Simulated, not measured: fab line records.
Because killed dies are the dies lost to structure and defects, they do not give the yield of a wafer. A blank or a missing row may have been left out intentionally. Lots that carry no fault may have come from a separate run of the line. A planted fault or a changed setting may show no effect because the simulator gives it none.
Problem report in the 8D (eight disciplines) form, filled by code    flow n5-finfet    the parts of the form that need people (team, actions taken, sign-off) are left out

## 1. WHAT IS WRONG
oes-product-au at N5_BEOL_M0_SAQP_ETCH_102 reads a mean of 0.460 a.u. on 3 wafers of 3 lots; wafers without a fault read 1.007 a.u. with a standard deviation of 0.016. That is -34 standard deviations from the usual mean.
The step: etches SiO2 in CF4, target depth 4 nm, time 4.4 s.
The first sign was on wafer L321.2 at day 9 14:23, on rie-si-05. The record has a number at this step for 22 wafers belonging to 8 lots. Rule for "out" (also "out of limits"): further than 4 standard deviations from the usual mean. The other wafers with a number count as sound.

## 2. WHAT IT IS, WHAT IT ISN'T
question                     is                      is not
which readings at this step  oes-product-au          chamber-pressure-mTorr, drypump-motor-current-A
which lots                   L321, L324, L327        L312, L314, L316, L318, L329
which wafers of those lots   L321.2, L324.6, L327.2  L321.4, L324.3, L324.4, L327.4
read on which tools          rie-si-03, rie-si-05    rie-si-02
when                         from day 9 14:23        up to then (13 sound wafers); but 6 sound wafers of L324, L327, L329 came after

## 3. WHAT RULES OUT EACH SUSPECT
Counting: a tool at a process step up to the reading stays a suspect if it ran every lot that is out. Sound lots after the first of them don't rule it out here, since some wafers of a struck lot are sound.
- rie-diel-02 at N5_BEOL_M0_SAQP_ETCH_101 (etches SiNx in CH3F/O2, target depth 29.9 nm, time 42.7 s): kept. It processed each lot that is out (first: L321, day 9 14:17); up to then, its last sound lot is L318 (day 8 19:22).
The count leaves rie-diel-02 at N5_BEOL_M0_SAQP_ETCH_101.

## 4. THE CAUSE (what the simulator had put in)
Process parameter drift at N5_BEOL_M0_SAQP_ETCH_101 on rie-diel-02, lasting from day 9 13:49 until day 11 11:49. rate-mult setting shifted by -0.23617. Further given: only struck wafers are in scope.
Counting left only this tool.

## 5. THE EFFECT CHAIN, in route order
One row per reading whose mean, taken over the struck wafers that have a number, lies over 3 standard deviations from the usual. Scope: only readings with a usual standard deviation given in the record; hours: median across lots of the time from each lot's start at the first step in this table that gives one to its start at this step; sigmas: change in usual standard deviations.
hours  step                      reading         usual       on struck wafers  change  sigmas
0      N5_BEOL_M0_SAQP_ETCH_102  oes-product-au  1.007 a.u.  0.460             -0.547  -34
Its process steps:
- N5_BEOL_M0_SAQP_ETCH_102: etches SiO2 in CF4, target depth 4 nm, time 4.4 s.
At these later measuring or inspecting steps, every struck wafer for which the step has a row has a number for every such reading, and none has moved that far: N5_BEOL_M4_RC_MEAS_101.

## 6. WHAT WOULD HAVE CAUGHT IT SOONER
In this record the first reading out of limits was taken at day 9 14:23, 1 hour after the fault began at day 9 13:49.
Of the tool readings at N5_BEOL_M0_SAQP_ETCH_101 for which the record gives a usual standard deviation, none was out on any struck wafer, so an alarm limit of 4 standard deviations on them would not have fired.
L324, L327, from the lots that are out (3), started N5_BEOL_M0_SAQP_ETCH_101 on rie-diel-02 later than day 9 14:23. A hold on the tool at that time would have spared those 2.
